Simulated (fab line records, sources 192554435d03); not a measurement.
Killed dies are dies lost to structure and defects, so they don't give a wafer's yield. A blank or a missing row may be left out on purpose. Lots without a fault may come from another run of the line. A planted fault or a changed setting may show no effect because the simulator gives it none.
fab line records | flow n5_finfet | part 2 of 2: steps 22 to 29 of 29
record lots=5 wafers=15 last_day=19
route steps=1938 shown BEOL_M13@1688 BEOL_M14@1716
lots that met no fault: from a run of the same line without faults
start_h: hours from the record's first day to the start of the lot's first wafer shown | wait_h: hours since the lot's step before | " the same as in the row above | L1.1+2: a row that stands for several wafers | - no value, or no start given | * or withheld: withheld | < > ~ a bound
route shown NAME@n: a module of which the file shows steps, and the number in the route of the first | usual: mean/standard deviation of fault-free wafers | same: alike in all rows | chamber/n: place in a boat | sites: the reading at each site | _std_site: their standard deviation | _edge_site: outer sites' mean less inner sites' | radius_mm: how far each site lies from the wafer's centre | mask NAME#n: copy n | behind: the tool/chamber that last shaped the wafer | hold: why the lot was held/for how many hours/how that ended | device: the transistor (n, p or np) that didn't switch | end of line: the same wafers' tests at the end of the route | a step without rows: its recipe alone | killed: dies lost to structure and defects at the first sort, not the wafer's yield | map: a wafer's dies, x killed, . not, _ none there
set.NAME: the setting as run; set.NAME@STEP: as run at that earlier step | model.NAME: the simulator's own value behind a step, which no gauge read
lots at some steps of the route; a table a step, a row a wafer
services: from which hour (start_h, from the record's first day; less than 0 if before it) a tool's chamber was out of use, for how many hours, and why
## steps
# step N5_BEOL_M13_ANNEAL_48
# recipe temp_c=225 time_s=90 ambient=N2
# usual wafer_temp_C_max=225.88/0.29
# columns lot.wafer tool chamber start_h wait_h wafer_temp_C_max
L077.1 rtp_anneal-01 0 294.80 0.3 225.89
L077.3 " 0 " " 225.58
L077.5 " 0 " " 225.88
L080.2 rtp_anneal-02 0 317.38 0.2 225.70
L080.5 " 0 " " 225.49
L080.6 " 0 " " 226.10
L091.3 rtp_anneal-02 0 395.04 0.3 225.54
L091.5 " 0 " " 226.07
L091.6 " 0 " " 225.85
L095.2 rtp_anneal-02 0 401.19 0.2 226.05
L095.5 " 0 " " 226.03
L095.6 " 0 " " 226.12
L097.2 rtp_anneal-01 0 420.24 0.2 225.69
L097.4 " 0 " " 225.47
L097.5 " 0 " " 225.21
# step N5_BEOL_M13_CMP_49
# recipe stop_on=SiOC t_overpolish_s=17.1 down_force_psi=1 platen_rpm=50 clearing_platen_down_force_psi=1.5 clearing_platen_rpm=50 post_cmp_clean=cu_alkaline target_thk_nm=420 clearing_platen_pad_velocity_m_s=0.99484 pad_velocity_m_s=0.99484
# usual barrier_field_endpoint_s=30.3/0.8 motor_current_A=6.0/0.52 overpolish_run_s=17.101/0.0092
# columns lot.wafer tool chamber start_h wait_h barrier_field_endpoint_s motor_current_A overpolish_run_s
L077.1 cmp-03 2 295.13 0.3 29.5 6.2 17.122
L077.3 " 3 " " 30.0 5.3 17.097
L077.5 " 1 " " 30.2 5.6 17.118
L080.2 cmp-01 1 317.72 0.3 31.9 5.8 17.101
L080.6 " 3 " " 31.4 5.4 17.102
L080.5 " 0 " " 30.4 6.2 17.085
L091.3 cmp-01 2 395.29 0.2 30.6 6.6 17.107
L091.6 " 1 " " 32.0 5.9 17.112
L091.5 " 2 " " 29.8 6.3 17.097
L095.2 cmp-01 2 401.44 0.2 30.2 6.6 17.097
L095.6 " 2 " " 30.8 6.4 17.084
L095.5 " 3 " " 31.8 5.3 17.091
L097.4 cmp-02 2 420.53 0.2 29.7 6.4 17.097
L097.2 " 0 " " 29.0 7.0 17.108
L097.5 " 2 " " 29.6 6.4 17.087
# step N5_BEOL_M13_THK_MEAS_50
# recipe thk_meas_gauge=xrf reads=Cu_of_BEOL_M13_ECD_47
# usual M13_THK=418/6.2
# columns lot.wafer tool chamber start_h wait_h M13_THK[nm]
L077.1 film_metro-01 - 295.39 - 410
L077.3 " - " " 411
L077.5 " - " " 412
L080.2 film_metro-02 - 317.94 - 420
L080.5 " - " " 426
L080.6 " - " " 434
L091.3 film_metro-02 - 395.54 - 418
L091.5 " - " " 421
L091.6 " - " " 420
L095.2 film_metro-02 - 401.74 - 420
L095.5 " - " " 425
L095.6 " - " " 422
L097.2 film_metro-02 - 420.78 - 410
L097.4 " - " " 418
L097.5 " - " " 417
# step N5_BEOL_M13_PRE_CLEAN_52
# recipe gas=NH3 time_s=15 temp_c=withheld rf_power_w=300
# usual rf_fwd_power_W=295.4/1.3
# columns lot.wafer tool chamber start_h wait_h rf_fwd_power_W
L077.1 pecvd-04 0 295.43 0.0 295.5
L077.3 " 1 " " 295.9
L077.5 " 2 " " 296.0
L080.2 pecvd-03 1 317.98 0.0 294.1
L080.5 " 2 " " 295.3
L080.6 " 1 " " 294.0
L091.3 pecvd-04 0 395.59 0.0 295.0
L091.5 " 2 " " 297.6
L091.6 " 0 " " 294.2
L095.2 pecvd-03 2 401.78 0.0 295.5
L095.5 " 2 " " 296.8
L095.6 " 1 " " 295.4
L097.2 pecvd-04 1 420.82 0.0 296.3
L097.4 " 1 " " 296.4
L097.5 " 0 " " 295.6
# step N5_BEOL_M13_DEP_53
# recipe material=SiCN target_thk_a=500 temp_c=withheld precursor=3MS/NH3 pressure_torr=3 rf_w=675 time_s=17.8
# usual rf_fwd_power_W=667.3/2.7 showerhead_plenum_p_Torr=4.159/0.022 throttle_valve_pct=18.4/1.4
# columns lot.wafer tool chamber start_h wait_h rf_fwd_power_W showerhead_plenum_p_Torr throttle_valve_pct
L077.1 pecvd-04 0 295.45 0.0 669.2 4.163 18.2
L077.3 " 1 " " 667.4 4.176 18.8
L077.5 " 2 " " 669.5 4.105 17.5
L080.2 pecvd-03 1 318.00 0.0 663.7 4.145 19.7
L080.5 " 2 " " 665.8 4.165 17.0
L080.6 " 1 " " 666.6 4.163 19.9
L091.3 pecvd-04 0 395.63 0.0 667.2 4.158 17.9
L091.5 " 2 " " 669.8 4.100 17.4
L091.6 " 0 " " 669.1 4.154 18.3
L095.2 pecvd-03 2 401.80 0.0 669.6 4.171 17.2
L095.5 " 2 " " 669.5 4.171 17.4
L095.6 " 1 " " 666.4 4.157 20.0
L097.2 pecvd-04 1 420.85 0.0 668.6 4.154 16.3
L097.4 " 1 " " 667.3 4.156 16.4
L097.5 " 0 " " 668.7 4.166 18.3
# step N5_BEOL_M13_RS_MEAS_54
# recipe thk_meas_gauge=four-point-probe reads=Cu_of_BEOL_M13_ECD_47+Ta_of_BEOL_M13_SPUTTER_44+TaN_of_BEOL_M13_SPUTTER_43
# usual M13_RS=0.0452/0.00064
# columns lot.wafer tool chamber start_h wait_h M13_RS[ohm/sq]
L077.1 film_metro-01 - 295.52 0.0 0.0456
L077.3 " - " " 0.0453
L077.5 " - " " 0.0456
L080.2 film_metro-01 - 318.07 0.1 0.0454
L080.5 " - " " 0.0449
L080.6 " - " " 0.0442
L091.3 film_metro-01 - 395.70 0.1 0.0454
L091.5 " - " " 0.0449
L091.6 " - " " 0.0450
L095.2 film_metro-01 - 401.87 0.1 0.0453
L095.5 " - " " 0.0448
L095.6 " - " " 0.0450
L097.2 film_metro-02 - 420.91 0.1 0.0458
L097.4 " - " " 0.0453
L097.5 " - " " 0.0451
# step N5_BEOL_M13_INSPECT_55
# recipe inspect_instrument=darkfield mode=post_dep
# usual raw_defect_count=72/24
# columns lot.wafer tool chamber start_h wait_h raw_defect_count
L077.1 defect_inspect-02 - 295.54 0.0 67
L077.3 " - " " 67
L077.5 " - " " 53
L080.2 defect_inspect-02 - 318.10 0.0 93
L080.5 " - " " 97
L080.6 " - " " 62
L091.3 defect_inspect-02 - 395.73 0.0 68
L091.5 " - " " 69
L091.6 " - " " 64
L095.2 defect_inspect-01 - 401.90 0.0 42
L095.5 " - " " 55
L095.6 " - " " 39
L097.2 defect_inspect-02 - 420.94 0.0 82
L097.4 " - " " 62
L097.5 " - " " 99
# step N5_BEOL_M14_ILD_DEP_00
# recipe material=SiO2 target_thk_a=11193 temp_c=400 precursor=TEOS/O2 pressure_torr=6.5 rf_w=900 teos_flow_sccm=161.4 gas=O2 flow_sccm=2650 time_s=237.4
# usual heater_power_w=525/69 rf_fwd_power_W=897/3.1 showerhead_plenum_p_Torr=8.34/0.041 throttle_valve_pct=18.3/0.99
# columns lot.wafer tool chamber start_h wait_h heater_power_w rf_fwd_power_W showerhead_plenum_p_Torr throttle_valve_pct
L077.1 pecvd-01 0 295.58 0.0 542 903 8.37 18.1
L077.3 " 2 " " 404 897 8.36 16.8
L077.5 " 2 " " 479 891 8.38 16.9
L080.2 pecvd-02 0 318.13 0.0 532 896 8.37 19.8
L080.5 " 2 " " 467 893 8.27 18.1
L080.6 " 1 " " 522 896 8.28 19.9
L091.3 pecvd-01 2 395.76 0.0 516 901 8.38 17.1
L091.5 " 2 " " 396 899 8.36 16.9
L091.6 " 1 " " 520 897 8.33 17.4
L095.2 pecvd-01 2 401.94 0.0 397 902 8.39 16.8
L095.5 " 2 " " 469 899 8.37 17.0
L095.6 " 1 " " 407 890 8.34 17.3
L097.2 pecvd-01 2 420.98 0.0 444 899 8.36 17.0
L097.4 " 2 " " 500 898 8.39 16.9
L097.5 " 1 " " 535 898 8.33 17.3
## services
# columns tool chamber start_h hours kind
cmp-02 - 276.03 0.5 repair
cmp-02 - 277.21 8.7 pm
plasma_asher-01 - 285.47 1.2 repair
pecvd-01 1 292.97 3.6 repair
rie_diel-06 3 296.14 2.1 repair
pecvd-01 - 297.04 28.1 pm
rtp_anneal-01 - 317.71 2.4 pm
plasma_asher-01 - 319.35 22.0 repair
plasma_asher-02 - 325.92 1.3 repair
cmp-01 - 327.24 4.1 pm
pecvd-03 - 331.36 0.6 repair
cmp-01 - 331.60 2.1 repair
rie_diel-02 2 333.65 4.7 repair
cmp-01 - 342.81 4.0 pm
wet_bench-04 - 345.69 7.7 repair
cmp-01 - 346.81 7.1 pm
pvd_sputter-03 - 353.36 1.1 repair
pvd_sputter-03 - 355.01 3.2 repair
pecvd-01 - 377.41 1.3 repair
ecd_cu-02 - 378.19 6.2 repair
ecd_cu-01 - 388.91 4.2 repair
cmp-01 - 396.63 1.4 repair
rie_diel-02 0 410.64 6.7 repair
rie_diel-02 3 411.52 9.5 repair
